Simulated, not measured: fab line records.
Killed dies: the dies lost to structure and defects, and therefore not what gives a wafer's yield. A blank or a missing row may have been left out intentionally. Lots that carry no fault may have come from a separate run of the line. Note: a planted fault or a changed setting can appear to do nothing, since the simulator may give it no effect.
Chamber matching ; flow n5-finfet ; N5_BEOL_M10_STRIP_67 on rie-diel-04 has 4 sister chambers
The step strips in CF4. 16 wafers are shown with their chamber, then 8 later ones without.

== EACH WAFER AND ITS CHAMBER ==
wafer;chamber;drypump-motor-current-A (A);oes-product-au (a.u.);throttle-valve-pct (%)
L076.3;0;5.9;0.69;13.85
L076.4;2;4.8;0.86;13.46
L076.6;3;5.6;0.69;13.73
L075.3;2;4.8;0.86;13.46
L075.4;1;5.3;0.70;13.87
L075.6;2;4.8;0.85;13.46
L078.2;1;5.3;0.70;13.87
L078.4;3;5.7;0.70;13.74
L078.5;1;5.3;0.70;13.87
L079.3;1;5.3;0.70;13.88
L079.4;3;5.6;0.69;13.77
L079.6;3;5.6;0.69;13.73
L081.1;2;4.8;0.85;13.45
L081.2;1;5.3;0.69;13.88
L081.5;3;5.7;0.69;13.72
L084.1;2;4.8;0.83;13.52

SIGNATURES (means of the wafers above)
reading;chamber 0;chamber 1;chamber 2;chamber 3;scatter within a chamber
drypump-motor-current-A;5.900;5.300;4.800;5.640;0.0316
oes-product-au;0.6900;0.6980;0.8500;0.6920;0.00796
throttle-valve-pct;13.8500;13.8740;13.4700;13.7380;0.02
Rule: for each reading, subtract the chamber's mean from the wafer's reading, divide by that reading's scatter and square the result; add these up over the readings and take the root, which gives the wafer's distance from the chamber. If the next closest chamber is less than 2 further off than the closest, the wafer can't be placed; otherwise it belongs to the closest. The scatter: the root of (the sum of the squares of (reading less its chamber's mean) over the shown wafers, divided by (wafers less chambers)).

== WAFERS WITHOUT THEIR CHAMBER ==
wafer;drypump-motor-current-A (A);oes-product-au (a.u.);throttle-valve-pct (%)
L084.5;4.8;0.83;13.50
L084.6;5.9;0.68;13.90
L094.4;4.8;0.81;13.55
L094.5;5.9;0.67;13.95
L094.6;5.3;0.92;13.38
L096.1;5.3;0.91;13.37
L096.2;4.8;0.80;13.56
L096.4;5.3;0.92;13.38

== WHICH CHAMBER EACH ONE RAN IN ==
wafer;from the rows above;in truth
L084.5;2;2
L084.6;0;0
L094.4;2;2
L094.5;0;0
L094.6;2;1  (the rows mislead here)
L096.1;2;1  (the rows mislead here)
L096.2;2;2
L096.4;2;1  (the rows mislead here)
Correctly placed: 5 of 8. Number that these rows cannot place: 0. 3 placed wrongly.
